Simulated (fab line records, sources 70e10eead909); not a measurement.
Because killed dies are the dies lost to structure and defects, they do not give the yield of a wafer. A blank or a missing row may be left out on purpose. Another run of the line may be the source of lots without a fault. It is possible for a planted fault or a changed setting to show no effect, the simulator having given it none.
Which tool was responsible? ; flow nand_harc ; 11 lots, 33 wafers sampled, at 5 steps of a route of 1302

== WHAT EACH GAUGE READ, for each wafer ==
NHARC_END_WLT_00.
lot;measured;on;VT_DECK1_BOTTOM
L505;day 25 01:36;prober-02;0.883 0.874 0.880
L506;day 25 18:23;prober-02;0.870 0.874 0.880
L508;day 26 13:14;prober-01;0.866 0.863 0.870
L509;day 26 18:11;prober-02;0.880 0.870 0.878
L511;day 27 13:35;prober-01;0.877 0.877 0.873
L516;day 29 19:13;prober-02;1.010 1.000 1.001
L518;day 30 23:44;prober-02;0.997 1.004 0.996
L517;day 31 00:12;prober-01;1.010 1.001 1.000
L521;day 32 18:30;prober-02;0.997 1.001 0.996
L524;day 33 00:32;prober-01;0.886 0.887 0.890
L525;day 33 01:48;prober-02;0.870 0.881 0.876

== WHICH TOOL RAN EACH LOT (tool, then ch and the chambers of the sampled wafers, then the start) ==
lot;NHARC_A_SOURCE_PLATE_PRECLEAN_00;NHARC_THIN_TSV_CMP_01;NHARC_THIN_TSV_CMP_21;NHARC_THIN_TSV_PRE_CLEAN_54
L505;wet_bench-01 ch 1,2,3, day 7 19:40;cmp-03 ch 2,3, day 24 10:48;cmp-04 ch 0,2, day 24 16:33;pvd_sputter-03, day 24 17:05
L506;wet_bench-02 ch 3,4,5, day 8 00:04;cmp-03 ch 1,2,3, day 25 05:52;cmp-04 ch 1,2,3, day 25 11:22;pvd_sputter-03, day 25 11:54
L508;wet_bench-01 ch 2,3,4, day 9 01:16;cmp-02 ch 0,1,3, day 25 23:34;cmp-04 ch 1,2,3, day 26 05:32;pvd_sputter-01, day 26 06:04
L509;wet_bench-04 ch 3,4,6, day 9 10:26;cmp-02 ch 0,2,3, day 26 03:55;cmp-03 ch 1,3, day 26 09:46;pvd_sputter-03, day 26 10:18
L511;wet_bench-02 ch 4,5,6, day 10 11:27;cmp-04 ch 1,2,3, day 27 01:43;cmp-02 ch 0,1,2, day 27 07:22;pvd_sputter-01, day 27 07:53
L516;wet_bench-04 ch 1,2,6, day 12 04:33;cmp-03 ch 1,2,3, day 29 06:05;cmp-02 ch 0,1,3, day 29 11:44;pvd_sputter-02, day 29 12:16
L518;wet_bench-04 ch 4,5,7, day 13 02:49;cmp-04 ch 0,2,3, day 30 10:31;cmp-04 ch 0,1,2, day 30 16:08;pvd_sputter-02, day 30 16:40
L517;wet_bench-04 ch 3,4,5, day 13 04:05;cmp-04 ch 2,3, day 30 11:41;cmp-03 ch 1,3, day 30 17:19;pvd_sputter-02, day 30 17:50
L521;wet_bench-04 ch 3,4,5, day 14 14:49;cmp-02 ch 0,2,3, day 32 02:24;cmp-03 ch 0,1,3, day 32 08:26;pvd_sputter-01, day 32 08:57
L524;wet_bench-01 ch 0,3,7, day 15 08:05;cmp-02 ch 1,2, day 32 10:13;cmp-04 ch 1,3, day 32 15:49;pvd_sputter-03, day 32 16:22
L525;wet_bench-01 ch 0,5,7, day 15 22:02;cmp-04 ch 0,1,3, day 32 11:25;cmp-04 ch 1,2,3, day 32 17:07;pvd_sputter-03, day 32 17:35
- NHARC_A_SOURCE_PLATE_PRECLEAN_00: cleans in HF-LAST, time 60 s.
- NHARC_THIN_TSV_CMP_01: polishes.
- NHARC_THIN_TSV_CMP_21: polishes, t overpolish 30 s, target thk 2000 nm.
- NHARC_THIN_TSV_PRE_CLEAN_54: time 30 s.

== THE ANSWER, worked out from the rows above alone ==
Rule: what is usual is taken from the lots themselves. Put in order of their means at a reading, lots are off if they are a third of the lots or fewer, leave a main group of 4 or more, and stand apart from it by a gap of 3 or more times the standard deviation of the main group's means; of several such gaps the widest counts. A main group whose means are all the same, to the digits that the tables above print for the reading, isn't used. A lot without any number at a reading at which 4 lots or more have one is off too. Where the step has rows for the other lots, those lots are counted as sound.
No lot is off on any of the readings shown, so nothing can be concluded from this.

== WHAT THE SIMULATOR HAD PUT IN ==
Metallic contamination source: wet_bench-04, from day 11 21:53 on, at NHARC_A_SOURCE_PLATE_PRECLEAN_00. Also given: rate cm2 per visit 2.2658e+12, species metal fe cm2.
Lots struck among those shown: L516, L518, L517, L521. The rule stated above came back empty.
